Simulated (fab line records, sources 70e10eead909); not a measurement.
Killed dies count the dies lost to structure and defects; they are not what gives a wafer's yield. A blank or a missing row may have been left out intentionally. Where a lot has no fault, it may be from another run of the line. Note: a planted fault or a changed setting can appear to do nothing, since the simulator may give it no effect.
Chamber matching + flow nand harc + NHARC_P_M2_DESCUM_14 on rie diel-05: 4 sister chambers
The step chemistry O2, time 3 s. 4 wafers are shown with their chamber, then 8 later ones without.

== WAFERS PAIRED WITH THEIR CHAMBERS ==
| wafer  | chamber | drypump motor current A (A) |
|--------|---------|-----------------------------|
| L576.1 | 0       | 5.5                         |
| L583.1 | 1       | 6.1                         |
| L583.5 | 3       | 6.6                         |
| L586.1 | 2       | 6.2                         |

== WAFERS WITHOUT THEIR CHAMBER ==
| wafer  | drypump motor current A (A) |
|--------|-----------------------------|
| L586.3 | 6.6                         |
| L586.5 | 5.5                         |
| L588.1 | 5.6                         |
| L588.5 | 5.5                         |
| L588.6 | 6.6                         |
| L587.1 | 6.6                         |
| L587.4 | 6.2                         |
| L587.6 | 5.5                         |

== WHICH CHAMBER EACH WENT THROUGH ==
| wafer  | from the rows above | in truth |
|--------|---------------------|----------|
| L586.3 | 3                   | 3        |
| L586.5 | 0                   | 0        |
| L588.1 | 0                   | 0        |
| L588.5 | 0                   | 0        |
| L588.6 | 3                   | 3        |
| L587.1 | 3                   | 3        |
| L587.4 | 2                   | 2        |
| L587.6 | 0                   | 0        |
Correct placement for 8 of the 8. Number that these rows cannot place: 0. Wrongly placed: 0.
How it was worked out, from the rows above alone: a wafer's distance from a chamber is the root of the sum, over the readings, of the square of ((its reading less the chamber's mean) divided by the reading's scatter). The wafer belongs to the nearest chamber; if the next one is less than 2 further off, it can't be placed. Each chamber's mean is taken over the wafers shown for it. The scatter: root of mean squared gap, hidden wafer to nearest shown wafer, with one shown wafer a chamber.
